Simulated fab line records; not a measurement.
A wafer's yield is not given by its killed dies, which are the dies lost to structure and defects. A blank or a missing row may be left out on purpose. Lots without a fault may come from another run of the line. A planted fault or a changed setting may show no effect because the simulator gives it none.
Struck lot and sound lot, side by side || flow n5Finfet || 16 steps out of a route of 1938
Sound: wafers L143.1, L143.4, L143.5. Struck: wafers L155.1, L155.2, L155.5. The cause is given at the end.
At each step with rows: each side's tool, then ch and its chambers, then its first start. Under that, the readings that differ: sound wafers || struck wafers || difference of the means || sigmas: that difference in standard deviations of wafers without a fault.
alike: readings with means less than 2 such deviations apart, plus words and numbers identical on both sides. not compared: withheld readings, readings lacking a value on some wafer, bounds such as >300 that could conceal the same value, and numbers that have no deviation in the record and whose values overlap.
Wherever a step has rows on one side only, a row that says differs or no value, or a row with sigmas, the two part there. When numbers do not overlap yet have no deviation, they are printed without sigmas and do not part them. A reading missing from all wafers of one side parts the sides only when that side holds two or more wafers.

first, 2 steps without rows for these wafers: N5_BEOL_M3_CVD_47 (deposits Co from CCTBA/H2, target thk 3 nm, time 223.8 s); N5_BEOL_M3_SPUTTER_48 (material Cu, target thk 4.5 nm, time 8.29 s).
N5_BEOL_M3_ANNEAL_49: time 240 s.
  struck on pvdSputter-03, day 11 10:26; sound on pvdSputter-03, day 8 02:20
  alike: heaterPowerW, susceptorTempC
then, 2 steps without rows for these wafers: N5_BEOL_M3_SPUTTER_79 (material Cu, target thk 4.5 nm, time 8.29 s); N5_BEOL_M3_ANNEAL_80 (time 240 s).
N5_BEOL_M3_SPUTTER_81: material Cu, target thk 4.5 nm, time 8.29 s.
  struck on pvdSputter-03, day 11 10:48; sound on pvdSputter-03, day 8 02:41
  alike: throttleValvePct
then, 1 step without rows for these wafers: N5_BEOL_M3_ANNEAL_82 (time 240 s).
N5_BEOL_M3_SPUTTER_86: material Cu, target thk 4.5 nm, time 8.29 s.
  struck on pvdSputter-03, day 11 11:01; sound on pvdSputter-03, day 8 02:55
  alike: throttleValvePct
then, 3 steps without rows for these wafers: N5_BEOL_M3_ANNEAL_87 (time 240 s); N5_BEOL_M3_SPUTTER_88 (material Cu, target thk 4.5 nm, time 8.29 s); N5_BEOL_M3_ANNEAL_89 (time 240 s).
N5_BEOL_M3_SPUTTER_90: material Cu, target thk 4.5 nm, time 8.29 s.
  struck on pvdSputter-03, day 11 11:28; sound on pvdSputter-03, day 8 03:21
  alike: throttleValvePct
N5_BEOL_M3_ANNEAL_91: time 240 s.
  struck on pvdSputter-03, day 11 11:32; sound on pvdSputter-03, day 8 03:26
  no value came back on the struck wafers for heaterPowerW (W), susceptorTempC (C); on the sound wafers heaterPowerW (W) reads 785 768 802
N5_BEOL_M3_SPUTTER_92: material Cu, target thk 4.5 nm, time 8.29 s.
  struck on pvdSputter-03, day 11 11:41; sound on pvdSputter-03, day 8 03:34
  alike: throttleValvePct
N5_BEOL_M4_RC_MEAS_101:
  sound on prober-02 ch 0, day 8 14:34; struck on prober-01 ch 0, day 12 00:57
  alike: DIBL_N, DIBL_P, IOFF_N, IOFF_P, ION_N, ION_P, SS_N, SS_P, VT_N, VT_P
-- a jump in the record: the struck wafers' starts before and after are 5 days apart (it breaks off in module BEOL_M4 and resumes in module PASSIVATION, where the first step shown is number 1936 of the route) --
N5_PASSIVATION_PROBE_49:
  rows exist in the record for the struck wafers here (prober-01, day 16 13:38), but not for the sound ones

## WHERE THEY PART
Last at N5_PASSIVATION_PROBE_49 as far as this record goes, first at N5_BEOL_M3_ANNEAL_91.

WHY: what had been put in by the simulator
Beginning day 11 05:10, the whole step at N5_BEOL_M3_ANNEAL_91 was skipped on pvdSputter-03. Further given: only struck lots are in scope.
